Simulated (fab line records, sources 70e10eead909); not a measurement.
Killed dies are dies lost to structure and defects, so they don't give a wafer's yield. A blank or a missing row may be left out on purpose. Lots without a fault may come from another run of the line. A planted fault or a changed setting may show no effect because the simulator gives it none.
Which tool did it? | flow nand_harc | 9 lots, 26 wafers sampled, at 5 steps of a route of 1159

WHAT THE GAUGES READ, wafer by wafer
NHARC_END_SORT_01.
lot  | measured     | on        | killed_at_array
L706 | day 22 14:11 | prober-01 | 101 87 30
L708 | day 23 11:37 | prober-02 | 56 34
L711 | day 23 12:23 | prober-01 | 34 32 23

WHICH TOOL RAN EACH LOT (tool, then ch and the chambers of the sampled wafers, then the start)
lot  | NHARC_A_WL_FILL_CVD_20                   | NHARC_A_CONTACT_ETCH_50            | NHARC_A_CONTACT_ETCH_112             | NHARC_A_CONTACT_ETCH_117
L696 | cvd_w-01 ch 0, day 16 08:03 or earlier   | rie_diel-05 ch 1,2, day 16 08:03   | har_cap_etch-01 ch 0,1, day 16 08:59 | har_cap_etch-01 ch 0,1, day 16 09:26
L706 | cvd_w-02 ch 0,1, day 19 00:23 or earlier | rie_diel-07 ch 0,1, day 19 00:23   | har_cap_etch-03 ch 0,1, day 19 01:20 | har_cap_etch-03 ch 0,1, day 19 01:47
L708 | cvd_w-01 ch 0, day 20 05:56 or earlier   | rie_diel-07 ch 0,1, day 20 05:56   | har_cap_etch-01 ch 1, day 20 06:52   | har_cap_etch-01 ch 1, day 20 07:19
L711 | cvd_w-02 ch 0, day 20 07:50 or earlier   | rie_diel-05 ch 0,1, day 20 07:50   | har_cap_etch-02 ch 0,1, day 20 08:49 | har_cap_etch-02 ch 0,1, day 20 09:16
L712 | cvd_w-01 ch 0,1, day 20 12:38 or earlier | rie_diel-11 ch 1,2, day 20 12:38   | har_cap_etch-01 ch 0,1, day 20 13:35 | har_cap_etch-01 ch 0,1, day 20 14:02
L717 | cvd_w-01 ch 0,1, day 20 20:20 or earlier | rie_diel-05 ch 1,2, day 20 20:20   | har_cap_etch-01 ch 0,1, day 20 21:16 | har_cap_etch-01 ch 0,1, day 20 21:43
L713 | cvd_w-02 ch 0,1, day 20 22:20 or earlier | rie_diel-11 ch 0,3, day 20 22:20   | har_cap_etch-01 ch 0,1, day 20 23:19 | har_cap_etch-01 ch 0,1, day 20 23:46
L716 | cvd_w-01 ch 0,1, day 21 00:25 or earlier | rie_diel-05 ch 1,2,3, day 21 00:25 | har_cap_etch-03 ch 0,1, day 21 01:22 | har_cap_etch-03 ch 0,1, day 21 01:49
L715 | cvd_w-01 ch 0,1, day 21 08:00 or earlier | rie_diel-11 ch 0,2,3, day 21 08:00 | har_cap_etch-02 ch 0,1, day 21 08:56 | har_cap_etch-02 ch 0,1, day 21 09:23
- NHARC_A_WL_FILL_CVD_20: deposits W, target thk 75 nm, time 5064 s.
- NHARC_A_CONTACT_ETCH_50: etches the open film in CF4/CHF3, target depth 84.7 nm, time 42.4 s.
- NHARC_A_CONTACT_ETCH_112: etches the open film in C4F8/O2/Ar, time 94 s, target depth 922 nm.
- NHARC_A_CONTACT_ETCH_117: etches the open film in C4F8/O2/Ar, time 94 s, target depth 922 nm.

THE ANSWER, worked out from the rows above alone
Rule: what is usual is taken from the lots themselves. Put in order of their means at a reading, lots are off if they are a third of the lots or fewer, leave a main group of 4 or more, and stand apart from it by a gap of 3 or more times the standard deviation of the main group's means; of several such gaps the widest counts. A main group whose means are all the same, to the digits that the tables above print for the reading, isn't used. A lot without any number at a reading at which 4 lots or more have one is off too. The other lots that the step has rows for count as sound.
No lot is off at any reading shown: from this, nothing can be told.

WHAT THE SIMULATOR HAD PUT IN
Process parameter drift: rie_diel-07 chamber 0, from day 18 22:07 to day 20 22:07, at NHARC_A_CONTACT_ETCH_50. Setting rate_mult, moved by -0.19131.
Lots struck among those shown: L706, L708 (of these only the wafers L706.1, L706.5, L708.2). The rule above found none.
